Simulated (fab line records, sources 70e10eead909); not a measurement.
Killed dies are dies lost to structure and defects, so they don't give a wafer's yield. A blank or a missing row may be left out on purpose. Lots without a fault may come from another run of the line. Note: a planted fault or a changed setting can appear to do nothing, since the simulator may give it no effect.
Chamber matching / flow nand_harc / 4 sister chambers for NHARC_P_CONTACT_STRIP_28 on rie_diel-03
The step strips in O2. 4 wafers are shown with their chamber, then 7 later ones without.

== WAFERS WITH THEIR CHAMBER ==
wafer=L076.4; chamber=3; showerhead_plenum_p_Torr (Torr)=3.42
wafer=L083.3; chamber=1; showerhead_plenum_p_Torr (Torr)=3.32
wafer=L084.1; chamber=0; showerhead_plenum_p_Torr (Torr)=3.51
wafer=L084.2; chamber=2; showerhead_plenum_p_Torr (Torr)=3.30

== WAFERS WITHOUT THEIR CHAMBER ==
wafer=L084.5; showerhead_plenum_p_Torr (Torr)=3.32
wafer=L095.1; showerhead_plenum_p_Torr (Torr)=3.32
wafer=L095.2; showerhead_plenum_p_Torr (Torr)=3.29
wafer=L095.4; showerhead_plenum_p_Torr (Torr)=3.42
wafer=L097.1; showerhead_plenum_p_Torr (Torr)=3.50
wafer=L097.2; showerhead_plenum_p_Torr (Torr)=3.32
wafer=L097.5; showerhead_plenum_p_Torr (Torr)=3.32

== THE CHAMBER EACH PASSED THROUGH ==
wafer=L084.5; from the rows above=1; in truth=1
wafer=L095.1; from the rows above=1; in truth=1
wafer=L095.2; from the rows above=2; in truth=2
wafer=L095.4; from the rows above=3; in truth=3
wafer=L097.1; from the rows above=0; in truth=0
wafer=L097.2; from the rows above=1; in truth=1
wafer=L097.5; from the rows above=1; in truth=1
Correctly placed: 7 of 7. From these rows, 0 cannot be placed. Placed wrongly: 0.
How it was worked out, from the rows above alone: a wafer's distance from a chamber is the root of the sum, over the readings, of the square of ((its reading less the chamber's mean) divided by the reading's scatter). If the next closest chamber is less than 2 further off than the closest, the wafer can't be placed; otherwise it belongs to the closest. A chamber's mean is the mean of its shown wafers. The scatter (one wafer shown for each chamber): square how far every hidden wafer sits from the nearest shown wafer, average those squares and take the square root.
